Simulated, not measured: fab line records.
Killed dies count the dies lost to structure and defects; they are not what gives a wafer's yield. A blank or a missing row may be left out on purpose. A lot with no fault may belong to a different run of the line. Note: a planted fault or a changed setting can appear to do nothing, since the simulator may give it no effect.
fab line records || flow nandHarc || part 2 of 2: steps 26 to 36 of 36
record: {"lots": 5, "wafers": 15, "lastDay": 24}
route steps=1159 shown A_STAIRCASE@739 A_SGD_CUT@747
lots untouched by any fault: they come from a run of this same line in which no faults occurred
startH: start of the lot's first displayed wafer, in hours after the record's first day || waitH: how many hours have passed since the lot's step before this one || " unchanged from the row above || L1.1+2: a row that stands for several wafers || - no value, or no start was given || * or withheld: withheld || < > ~ a bound
route shown NAME@n: names a module that has steps shown in the file, with the first one's number in the route || usual: mean/standard deviation of fault-free wafers || same: alike in all rows || chamber/n: place in a boat || sites: the reading at each site || _std_site: the standard deviation of these || _edge_site: inner sites' mean taken away from outer sites' mean || radiusMm: how far each site lies from the wafer's centre || mask NAME#n: copy n || behind: tool/chamber where the wafer was last shaped || hold: why the lot was held/for how many hours/how that ended || device: names the non-switching transistor (n, p or np) || end of line: the route-end tests of the same wafers || step lacking rows: just its recipe || killed: count of dies lost to structure and defects at first sort (not the wafer's yield) || map: a wafer's dies, marking killed ones x, the rest . and places with no die _
set.NAME: the setting that was run; set.NAME@STEP: the one run at that earlier step || model.NAME: the simulator's own value behind a step, which no gauge read
certain route steps with their lots: each step a table, each wafer a row
services: from which hour (startH, from the record's first day; less than 0 if before it) a tool's chamber was out of use, for how many hours, and why
== steps ==
step: NHARC_A_SGD_CUT_ETCH_16
recipe: {"targetDepthA": 3105, "timeS": 155.2, "c4f8FlowSccm": "withheld", "o2FlowSccm": 8, "arFlowSccm": "withheld", "rfW": 600, "biasW": 800, "chemistry": "C4F8/O2/Ar"}
usual: {"oesProductAu": "0.974/0.016", "rfVppV": "723/3.8"}
{"lot.wafer": "L074.3", "tool": "rieDiel-02", "chamber": 0, "startH": "-", "waitH": "-", "oesProductAu": 1.002, "rfHoursCounterH": 15, "rfVppV": 728}
{"lot.wafer": "L074.4", "tool": "rieDiel-02", "chamber": 1, "startH": "-", "waitH": "-", "oesProductAu": 0.951, "rfHoursCounterH": 15, "rfVppV": 720}
{"lot.wafer": "L074.5", "tool": "rieDiel-02", "chamber": 3, "startH": "-", "waitH": "-", "oesProductAu": 0.992, "rfHoursCounterH": "-", "rfVppV": 724}
{"lot.wafer": "L075.3", "tool": "rieDiel-02", "chamber": 3, "startH": "-", "waitH": "-", "oesProductAu": 0.983, "rfHoursCounterH": 16, "rfVppV": 723}
{"lot.wafer": "L075.1", "tool": "rieDiel-02", "chamber": 0, "startH": "-", "waitH": "-", "oesProductAu": 0.997, "rfHoursCounterH": 17, "rfVppV": 729}
{"lot.wafer": "L075.6", "tool": "rieDiel-02", "chamber": 2, "startH": "-", "waitH": "-", "oesProductAu": 0.979, "rfHoursCounterH": "-", "rfVppV": 728}
{"lot.wafer": "L078.3", "tool": "rieDiel-12", "chamber": 2, "startH": "-", "waitH": "-", "oesProductAu": 0.966, "rfHoursCounterH": 10, "rfVppV": 721}
{"lot.wafer": "L078.6", "tool": "rieDiel-12", "chamber": 3, "startH": "-", "waitH": "-", "oesProductAu": 0.965, "rfHoursCounterH": "-", "rfVppV": 716}
{"lot.wafer": "L078.5", "tool": "rieDiel-12", "chamber": 0, "startH": "-", "waitH": "-", "oesProductAu": 0.977, "rfHoursCounterH": "-", "rfVppV": 722}
{"lot.wafer": "L084.4", "tool": "rieDiel-02", "chamber": 3, "startH": "-", "waitH": "-", "oesProductAu": 0.968, "rfHoursCounterH": 3, "rfVppV": 724}
{"lot.wafer": "L084.3", "tool": "rieDiel-02", "chamber": 0, "startH": "-", "waitH": "-", "oesProductAu": 0.963, "rfHoursCounterH": 3, "rfVppV": 729}
{"lot.wafer": "L084.5", "tool": "rieDiel-02", "chamber": 3, "startH": "-", "waitH": "-", "oesProductAu": 0.978, "rfHoursCounterH": "-", "rfVppV": 724}
{"lot.wafer": "L089.1", "tool": "rieDiel-02", "chamber": 0, "startH": "-", "waitH": "-", "oesProductAu": 0.998, "rfHoursCounterH": 7, "rfVppV": 728}
{"lot.wafer": "L089.3", "tool": "rieDiel-02", "chamber": 1, "startH": "-", "waitH": "-", "oesProductAu": 0.970, "rfHoursCounterH": 7, "rfVppV": 720}
{"lot.wafer": "L089.5", "tool": "rieDiel-02", "chamber": 3, "startH": "-", "waitH": "-", "oesProductAu": 0.995, "rfHoursCounterH": "-", "rfVppV": 724}
step: NHARC_A_SGD_CUT_STRIP_60
recipe: {"c4f8FlowSccm": "withheld", "o2FlowSccm": 8, "arFlowSccm": "withheld", "biasW": 0, "chemistry": "C4F8/O2/Ar"}
{"lot.wafer": "L074.4+3+5", "tool": "rieDiel-02", "chamber": "0,1,0", "startH": "-", "waitH": "-"}
{"lot.wafer": "L075.1+3+6", "tool": "rieDiel-02", "chamber": "3,1,2", "startH": "-", "waitH": "-"}
{"lot.wafer": "L078.3+5+6", "tool": "rieDiel-12", "chamber": "3,1,2", "startH": "-", "waitH": "-"}
{"lot.wafer": "L084.3+4+5", "tool": "rieDiel-02", "chamber": "2,0,1", "startH": "-", "waitH": "-"}
{"lot.wafer": "L089.3+1+5", "tool": "rieDiel-02", "chamber": "3,1,3", "startH": "-", "waitH": "-"}
step: NHARC_A_SGD_CUT_STRIP_17
recipe: {"o2FlowSccm": 500, "arFlowSccm": 0, "biasW": 0, "chemistry": "O2"}
usual: {"drypumpMotorCurrentA": "5.7/0.36", "oesProductAu": "0.997/0.014", "rfVppV": "57.8/0.99", "showerheadPlenumPTorr": "3.51/0.13", "throttleValvePct": "17.037/0.0093"}
{"lot.wafer": "L074.3", "tool": "rieDiel-02", "chamber": 2, "startH": "-", "waitH": "-", "drypumpMotorCurrentA": 5.9, "oesProductAu": 0.998, "rfHoursCounterH": 14, "rfVppV": 58.2, "showerheadPlenumPTorr": 3.75, "throttleValvePct": 17.051}
{"lot.wafer": "L074.4", "tool": "rieDiel-02", "chamber": 0, "startH": "-", "waitH": "-", "drypumpMotorCurrentA": 5.9, "oesProductAu": 1.024, "rfHoursCounterH": 15, "rfVppV": 58.1, "showerheadPlenumPTorr": 3.71, "throttleValvePct": 17.011}
{"lot.wafer": "L074.5", "tool": "rieDiel-02", "chamber": 2, "startH": "-", "waitH": "-", "drypumpMotorCurrentA": 5.9, "oesProductAu": 0.999, "rfHoursCounterH": "-", "rfVppV": 59.2, "showerheadPlenumPTorr": 3.75, "throttleValvePct": 17.032}
{"lot.wafer": "L075.3", "tool": "rieDiel-02", "chamber": 3, "startH": "-", "waitH": "-", "drypumpMotorCurrentA": 5.8, "oesProductAu": 1.010, "rfHoursCounterH": 16, "rfVppV": 56.1, "showerheadPlenumPTorr": 3.55, "throttleValvePct": 17.045}
{"lot.wafer": "L075.1", "tool": "rieDiel-02", "chamber": 2, "startH": "-", "waitH": "-", "drypumpMotorCurrentA": 5.9, "oesProductAu": 0.997, "rfHoursCounterH": 17, "rfVppV": 58.3, "showerheadPlenumPTorr": 3.74, "throttleValvePct": 17.022}
{"lot.wafer": "L075.6", "tool": "rieDiel-02", "chamber": 0, "startH": "-", "waitH": "-", "drypumpMotorCurrentA": 5.9, "oesProductAu": 0.997, "rfHoursCounterH": "-", "rfVppV": 56.1, "showerheadPlenumPTorr": 3.71, "throttleValvePct": 17.048}
{"lot.wafer": "L078.3", "tool": "rieDiel-12", "chamber": 3, "startH": "-", "waitH": "-", "drypumpMotorCurrentA": 5.2, "oesProductAu": 0.999, "rfHoursCounterH": 10, "rfVppV": 56.1, "showerheadPlenumPTorr": 3.30, "throttleValvePct": 17.041}
{"lot.wafer": "L078.6", "tool": "rieDiel-12", "chamber": 0, "startH": "-", "waitH": "-", "drypumpMotorCurrentA": 6.0, "oesProductAu": 1.017, "rfHoursCounterH": "-", "rfVppV": 57.7, "showerheadPlenumPTorr": 3.55, "throttleValvePct": 17.034}
{"lot.wafer": "L078.5", "tool": "rieDiel-12", "chamber": 1, "startH": "-", "waitH": "-", "drypumpMotorCurrentA": 5.7, "oesProductAu": 1.027, "rfHoursCounterH": "-", "rfVppV": 59.7, "showerheadPlenumPTorr": 3.54, "throttleValvePct": 17.021}
{"lot.wafer": "L084.4", "tool": "rieDiel-02", "chamber": 3, "startH": "-", "waitH": "-", "drypumpMotorCurrentA": 5.8, "oesProductAu": 1.007, "rfHoursCounterH": 3, "rfVppV": 58.2, "showerheadPlenumPTorr": 3.55, "throttleValvePct": 17.051}
{"lot.wafer": "L084.3", "tool": "rieDiel-02", "chamber": 0, "startH": "-", "waitH": "-", "drypumpMotorCurrentA": 5.9, "oesProductAu": 1.003, "rfHoursCounterH": 3, "rfVppV": 57.0, "showerheadPlenumPTorr": 3.71, "throttleValvePct": 17.041}
{"lot.wafer": "L084.5", "tool": "rieDiel-02", "chamber": 3, "startH": "-", "waitH": "-", "drypumpMotorCurrentA": 5.8, "oesProductAu": 0.995, "rfHoursCounterH": "-", "rfVppV": 58.2, "showerheadPlenumPTorr": 3.55, "throttleValvePct": 17.033}
{"lot.wafer": "L089.3", "tool": "rieDiel-02", "chamber": 3, "startH": "-", "waitH": "-", "drypumpMotorCurrentA": 5.8, "oesProductAu": 1.021, "rfHoursCounterH": 7, "rfVppV": 57.3, "showerheadPlenumPTorr": 3.54, "throttleValvePct": 17.046}
{"lot.wafer": "L089.1", "tool": "rieDiel-02", "chamber": 1, "startH": "-", "waitH": "-", "drypumpMotorCurrentA": 6.5, "oesProductAu": 0.982, "rfHoursCounterH": 7, "rfVppV": 58.0, "showerheadPlenumPTorr": 3.43, "throttleValvePct": 17.044}
{"lot.wafer": "L089.5", "tool": "rieDiel-02", "chamber": 3, "startH": "-", "waitH": "-", "drypumpMotorCurrentA": 5.8, "oesProductAu": 1.003, "rfHoursCounterH": "-", "rfVppV": 57.6, "showerheadPlenumPTorr": 3.54, "throttleValvePct": 17.026}
step: NHARC_A_SGD_CUT_PRECLEAN_18
recipe: {"timeS": "*", "tempC": 50, "bathAgeMin": 0, "chemistry": "SC1"}
usual: {"sc1H2o2EndMolL": "0.3698/0.00075"}
{"lot.wafer": "L074.3", "tool": "wetBench-04", "chamber": 2, "startH": 302.62, "waitH": "-", "sc1H2o2EndMolL": 0.3703}
{"lot.wafer": "L074.4", "tool": "wetBench-04", "chamber": 4, "startH": 302.62, "waitH": "-", "sc1H2o2EndMolL": 0.3702}
{"lot.wafer": "L074.5", "tool": "wetBench-04", "chamber": 7, "startH": 302.62, "waitH": "-", "sc1H2o2EndMolL": 0.3704}
{"lot.wafer": "L075.6", "tool": "wetBench-04", "chamber": 1, "startH": 324.02, "waitH": "-", "sc1H2o2EndMolL": 0.3691}
{"lot.wafer": "L075.3", "tool": "wetBench-04", "chamber": 2, "startH": 324.02, "waitH": "-", "sc1H2o2EndMolL": 0.3693}
{"lot.wafer": "L075.1", "tool": "wetBench-04", "chamber": 5, "startH": 324.02, "waitH": "-", "sc1H2o2EndMolL": 0.3693}
{"lot.wafer": "L078.3", "tool": "wetBench-05", "chamber": 0, "startH": 340.91, "waitH": "-", "sc1H2o2EndMolL": 0.3689}
{"lot.wafer": "L078.6", "tool": "wetBench-05", "chamber": 1, "startH": 340.91, "waitH": "-", "sc1H2o2EndMolL": 0.3697}
{"lot.wafer": "L078.5", "tool": "wetBench-05", "chamber": 5, "startH": 340.91, "waitH": "-", "sc1H2o2EndMolL": 0.3695}
{"lot.wafer": "L084.5", "tool": "wetBench-09", "chamber": 6, "startH": 369.76, "waitH": "-", "sc1H2o2EndMolL": 0.3696}
{"lot.wafer": "L084.4", "tool": "wetBench-09", "chamber": 7, "startH": 369.76, "waitH": "-", "sc1H2o2EndMolL": 0.3688}
{"lot.wafer": "L084.3", "tool": "wetBench-09", "chamber": 1, "startH": 369.76, "waitH": "-", "sc1H2o2EndMolL": 0.3709}
{"lot.wafer": "L089.1", "tool": "wetBench-09", "chamber": 7, "startH": 410.71, "waitH": "-", "sc1H2o2EndMolL": 0.3692}
{"lot.wafer": "L089.3", "tool": "wetBench-09", "chamber": 0, "startH": 410.71, "waitH": "-", "sc1H2o2EndMolL": 0.3707}
{"lot.wafer": "L089.5", "tool": "wetBench-09", "chamber": 1, "startH": 410.71, "waitH": "-", "sc1H2o2EndMolL": 0.3703}
step: NHARC_A_SGD_CUT_SRD_19
{"lot.wafer": "L074.3+4+5", "tool": "wetBench-04", "chamber": "2,4,7", "startH": "-", "waitH": "-"}
{"lot.wafer": "L075.6+3+1", "tool": "wetBench-04", "chamber": "1,2,5", "startH": "-", "waitH": "-"}
{"lot.wafer": "L078.3+6+5", "tool": "wetBench-05", "chamber": "0,1,5", "startH": "-", "waitH": "-"}
{"lot.wafer": "L084.5+4+3", "tool": "wetBench-09", "chamber": "6,7,1", "startH": "-", "waitH": "-"}
{"lot.wafer": "L089.1+3+5", "tool": "wetBench-09", "chamber": "7,0,1", "startH": "-", "waitH": "-"}
step: NHARC_A_SGD_CUT_DEP_20
recipe: {"targetThkA": 1500, "tempC": 65, "material": "SiO2"}
{"lot.wafer": "L074.4+3+5", "tool": "fcvd-02", "chamber": "1,0,1", "startH": 302.81, "waitH": "-"}
{"lot.wafer": "L075.1+3+6", "tool": "fcvd-01", "chamber": "0,1,0", "startH": 324.17, "waitH": "-"}
{"lot.wafer": "L078.3+5+6", "tool": "fcvd-02", "chamber": "0,0,1", "startH": 341.10, "waitH": "-"}
{"lot.wafer": "L084.4+3+5", "tool": "fcvd-02", "chamber": "1,0,0", "startH": 369.95, "waitH": "-"}
{"lot.wafer": "L089.1+3+5", "tool": "fcvd-01", "chamber": "0,0,1", "startH": 410.84, "waitH": "-"}
step: NHARC_A_SGD_CUT_ANNEAL_27
recipe: {"tempC": 450, "timeS": 1800}
usual: {"spikeTcCentreC": "450.4/0.94"}
{"lot.wafer": "L074.3", "tool": "furnace-02", "chamber": 0, "startH": 305.99, "waitH": 3.1, "spikeTcCentreC": 448.8}
{"lot.wafer": "L074.4", "tool": "furnace-02", "chamber": 0, "startH": 305.99, "waitH": 3.1, "spikeTcCentreC": 449.1}
{"lot.wafer": "L074.5", "tool": "furnace-02", "chamber": 0, "startH": 305.99, "waitH": 3.1, "spikeTcCentreC": 451.1}
{"lot.wafer": "L075.1", "tool": "furnace-02", "chamber": 0, "startH": 327.06, "waitH": 2.9, "spikeTcCentreC": 449.0}
{"lot.wafer": "L075.3", "tool": "furnace-02", "chamber": 0, "startH": 327.06, "waitH": 2.9, "spikeTcCentreC": 451.6}
{"lot.wafer": "L075.6", "tool": "furnace-02", "chamber": 0, "startH": 327.06, "waitH": 2.9, "spikeTcCentreC": 452.7}
{"lot.wafer": "L078.3", "tool": "furnace-02", "chamber": 0, "startH": 346.76, "waitH": 5.6, "spikeTcCentreC": 450.3}
{"lot.wafer": "L078.5", "tool": "furnace-02", "chamber": 0, "startH": 346.76, "waitH": 5.6, "spikeTcCentreC": 450.8}
{"lot.wafer": "L078.6", "tool": "furnace-02", "chamber": 0, "startH": 346.76, "waitH": 5.6, "spikeTcCentreC": 449.2}
{"lot.wafer": "L084.3", "tool": "furnace-04", "chamber": 0, "startH": 374.01, "waitH": 4.0, "spikeTcCentreC": 449.4}
{"lot.wafer": "L084.4", "tool": "furnace-04", "chamber": 0, "startH": 374.01, "waitH": 4.0, "spikeTcCentreC": 449.8}
{"lot.wafer": "L084.5", "tool": "furnace-04", "chamber": 0, "startH": 374.01, "waitH": 4.0, "spikeTcCentreC": 449.5}
{"lot.wafer": "L089.1", "tool": "furnace-04", "chamber": 0, "startH": 417.06, "waitH": 6.2, "spikeTcCentreC": 450.2}
{"lot.wafer": "L089.3", "tool": "furnace-04", "chamber": 0, "startH": 417.06, "waitH": 6.2, "spikeTcCentreC": 450.0}
{"lot.wafer": "L089.5", "tool": "furnace-04", "chamber": 0, "startH": 417.06, "waitH": 6.2, "spikeTcCentreC": 452.2}
step: NHARC_A_SGD_CUT_CMP_21
recipe: {"targetThkNm": 148.19}
usual: {"motorCurrentA": "11.9/0.83", "slurryFilterDpKPa": "13.50/0.13", "timeToEndpointS": "49/3.5"}
{"lot.wafer": "L074.3", "tool": "cmp-01", "chamber": 2, "startH": 307.48, "waitH": 0.4, "motorCurrentA": 12.1, "slurryFilterDpKPa": 13.61, "timeToEndpointS": 44}
{"lot.wafer": "L074.4", "tool": "cmp-01", "chamber": 0, "startH": 307.48, "waitH": 0.4, "motorCurrentA": 12.0, "slurryFilterDpKPa": 13.52, "timeToEndpointS": 47}
{"lot.wafer": "L074.5", "tool": "cmp-01", "chamber": 1, "startH": 307.48, "waitH": 0.4, "motorCurrentA": 12.9, "slurryFilterDpKPa": 13.46, "timeToEndpointS": 47}
{"lot.wafer": "L075.1", "tool": "cmp-04", "chamber": 0, "startH": 328.52, "waitH": 0.4, "motorCurrentA": 12.0, "slurryFilterDpKPa": 13.53, "timeToEndpointS": 55}
{"lot.wafer": "L075.3", "tool": "cmp-04", "chamber": 1, "startH": 328.52, "waitH": 0.4, "motorCurrentA": 12.1, "slurryFilterDpKPa": 13.56, "timeToEndpointS": 48}
{"lot.wafer": "L075.6", "tool": "cmp-04", "chamber": 0, "startH": 328.52, "waitH": 0.4, "motorCurrentA": 13.0, "slurryFilterDpKPa": 13.44, "timeToEndpointS": 55}
{"lot.wafer": "L078.3", "tool": "cmp-03", "chamber": 1, "startH": 348.26, "waitH": 0.4, "motorCurrentA": 10.8, "slurryFilterDpKPa": 13.56, "timeToEndpointS": 40}
{"lot.wafer": "L078.5", "tool": "cmp-03", "chamber": 3, "startH": 348.26, "waitH": 0.4, "motorCurrentA": 12.0, "slurryFilterDpKPa": 13.80, "timeToEndpointS": 40}
{"lot.wafer": "L078.6", "tool": "cmp-03", "chamber": 0, "startH": 348.26, "waitH": 0.4, "motorCurrentA": 10.3, "slurryFilterDpKPa": 13.59, "timeToEndpointS": 47}
{"lot.wafer": "L084.4", "tool": "cmp-01", "chamber": 3, "startH": 375.50, "waitH": 0.4, "motorCurrentA": 10.8, "slurryFilterDpKPa": 13.75, "timeToEndpointS": 51}
{"lot.wafer": "L084.3", "tool": "cmp-01", "chamber": 1, "startH": 375.50, "waitH": 0.4, "motorCurrentA": 12.6, "slurryFilterDpKPa": 13.57, "timeToEndpointS": 48}
{"lot.wafer": "L084.5", "tool": "cmp-01", "chamber": 2, "startH": 375.50, "waitH": 0.4, "motorCurrentA": 11.7, "slurryFilterDpKPa": 13.53, "timeToEndpointS": 44}
{"lot.wafer": "L089.1", "tool": "cmp-04", "chamber": 3, "startH": 418.68, "waitH": 0.5, "motorCurrentA": 13.2, "slurryFilterDpKPa": 13.53, "timeToEndpointS": 52}
{"lot.wafer": "L089.3", "tool": "cmp-04", "chamber": 1, "startH": 418.68, "waitH": 0.5, "motorCurrentA": 11.6, "slurryFilterDpKPa": 13.46, "timeToEndpointS": 42}
{"lot.wafer": "L089.5", "tool": "cmp-04", "chamber": 0, "startH": 418.68, "waitH": 0.5, "motorCurrentA": 12.6, "slurryFilterDpKPa": 13.56, "timeToEndpointS": 52}
step: NHARC_A_SGD_CUT_THK_MEAS_22
recipe: {"thkMeasGauge": "ellipsometry"}
usual: {"thkNm": "147.9/1.7"}
{"lot.wafer": "L074.3", "tool": "filmMetro-01", "chamber": "-", "startH": 316.13, "waitH": 8.6, "thkNm": 149.9}
{"lot.wafer": "L074.4", "tool": "filmMetro-01", "chamber": "-", "startH": 316.13, "waitH": 8.6, "thkNm": 148.2}
{"lot.wafer": "L074.5", "tool": "filmMetro-01", "chamber": "-", "startH": 316.13, "waitH": 8.6, "thkNm": 149.7}
{"lot.wafer": "L075.1", "tool": "filmMetro-01", "chamber": "-", "startH": 328.78, "waitH": 0.2, "thkNm": 148.3}
{"lot.wafer": "L075.3", "tool": "filmMetro-01", "chamber": "-", "startH": 328.78, "waitH": 0.2, "thkNm": 147.7}
{"lot.wafer": "L075.6", "tool": "filmMetro-01", "chamber": "-", "startH": 328.78, "waitH": 0.2, "thkNm": 148.8}
{"lot.wafer": "L078.3", "tool": "filmMetro-01", "chamber": "-", "startH": 348.47, "waitH": 0.2, "thkNm": 145.8}
{"lot.wafer": "L078.5", "tool": "filmMetro-01", "chamber": "-", "startH": 348.47, "waitH": 0.2, "thkNm": 147.6}
{"lot.wafer": "L078.6", "tool": "filmMetro-01", "chamber": "-", "startH": 348.47, "waitH": 0.2, "thkNm": 149.8}
{"lot.wafer": "L084.3", "tool": "filmMetro-01", "chamber": "-", "startH": 375.74, "waitH": 0.2, "thkNm": 143.9}
{"lot.wafer": "L084.4", "tool": "filmMetro-01", "chamber": "-", "startH": 375.74, "waitH": 0.2, "thkNm": 147.1}
{"lot.wafer": "L084.5", "tool": "filmMetro-01", "chamber": "-", "startH": 375.74, "waitH": 0.2, "thkNm": 144.0}
{"lot.wafer": "L089.1", "tool": "filmMetro-01", "chamber": "-", "startH": 418.94, "waitH": 0.2, "thkNm": 147.2}
{"lot.wafer": "L089.3", "tool": "filmMetro-01", "chamber": "-", "startH": 418.94, "waitH": 0.2, "thkNm": 145.1}
{"lot.wafer": "L089.5", "tool": "filmMetro-01", "chamber": "-", "startH": 418.94, "waitH": 0.2, "thkNm": 149.0}
step: NHARC_A_SGD_CUT_SRD_23
{"lot.wafer": "L074.5+4+3", "tool": "wetBench-04", "chamber": "2,4,5", "startH": 316.20, "waitH": 0.1}
{"lot.wafer": "L075.1+6+3", "tool": "wetBench-09", "chamber": "4,5,7", "startH": 328.82, "waitH": 0.0}
{"lot.wafer": "L078.3+6+5", "tool": "wetBench-04", "chamber": "2,4,6", "startH": 348.51, "waitH": 0.0}
{"lot.wafer": "L084.5+4+3", "tool": "wetBench-09", "chamber": "3,5,7", "startH": 375.78, "waitH": 0.0}
{"lot.wafer": "L089.3+1+5", "tool": "wetBench-09", "chamber": "1,3,4", "startH": 418.98, "waitH": 0.0}
step: NHARC_A_SGD_CUT_ETCH_26
recipe: {"targetDepthA": 458, "chemistry": "dHF", "material": "SiO2"}
{"lot.wafer": "L074.5+4+3", "tool": "wetBench-04", "chamber": "2,4,5", "startH": 316.22, "waitH": 0.0}
{"lot.wafer": "L075.1+6+3", "tool": "wetBench-09", "chamber": "4,5,7", "startH": 328.85, "waitH": 0.0}
{"lot.wafer": "L078.3+6+5", "tool": "wetBench-04", "chamber": "2,4,6", "startH": 348.53, "waitH": 0.0}
{"lot.wafer": "L084.5+4+3", "tool": "wetBench-09", "chamber": "3,5,7", "startH": 375.81, "waitH": 0.0}
{"lot.wafer": "L089.3+1+5", "tool": "wetBench-09", "chamber": "1,3,4", "startH": 419.01, "waitH": 0.0}
== services ==
{"tool": "rieDiel-13", "chamber": "-", "startH": 276.36, "hours": 9.0, "kind": "pm"}
{"tool": "rieDiel-04", "chamber": 0, "startH": 281.10, "hours": 27.7, "kind": "repair"}
{"tool": "rieDiel-12", "chamber": 1, "startH": 282.08, "hours": 6.6, "kind": "repair"}
{"tool": "pecvd-04", "chamber": 2, "startH": 285.30, "hours": 2.3, "kind": "repair"}
{"tool": "wetBench-09", "chamber": "-", "startH": 288.80, "hours": 8.0, "kind": "pm"}
{"tool": "rieDiel-04", "chamber": 3, "startH": 289.98, "hours": 12.9, "kind": "repair"}
{"tool": "rieDiel-04", "chamber": "-", "startH": 290.56, "hours": 9.0, "kind": "pm"}
{"tool": "lithoTrack-06", "chamber": "-", "startH": 292.00, "hours": 7.0, "kind": "pm"}
{"tool": "cmp-04", "chamber": "-", "startH": 301.07, "hours": 4.0, "kind": "pm"}
{"tool": "rieDiel-12", "chamber": 1, "startH": 313.79, "hours": 10.2, "kind": "repair"}
{"tool": "lithoTrack-04", "chamber": "-", "startH": 316.00, "hours": 7.0, "kind": "pm"}
{"tool": "wetBench-03", "chamber": "-", "startH": 323.28, "hours": 8.0, "kind": "pm"}
{"tool": "arfiScanner-02", "chamber": "-", "startH": 323.36, "hours": 3.2, "kind": "repair"}
{"tool": "rieDiel-02", "chamber": "-", "startH": 327.20, "hours": 0.3, "kind": "repair"}
{"tool": "rieDiel-02", "chamber": "-", "startH": 328.00, "hours": 9.0, "kind": "pm"}
{"tool": "pecvd-04", "chamber": 1, "startH": 329.56, "hours": 8.8, "kind": "repair"}
{"tool": "wetBench-09", "chamber": "-", "startH": 336.16, "hours": 6.9, "kind": "repair"}
{"tool": "arfiScanner-02", "chamber": "-", "startH": 342.45, "hours": 0.3, "kind": "repair"}
{"tool": "arfiScanner-02", "chamber": "-", "startH": 357.04, "hours": 5.7, "kind": "repair"}
{"tool": "cmp-04", "chamber": "-", "startH": 360.95, "hours": 0.3, "kind": "repair"}
{"tool": "pecvd-04", "chamber": "-", "startH": 376.47, "hours": 13.0, "kind": "pm"}
{"tool": "rieDiel-12", "chamber": "-", "startH": 379.41, "hours": 9.0, "kind": "pm"}
{"tool": "rieDiel-04", "chamber": "-", "startH": 398.54, "hours": 0.6, "kind": "repair"}
{"tool": "cmp-04", "chamber": "-", "startH": 399.07, "hours": 4.0, "kind": "pm"}
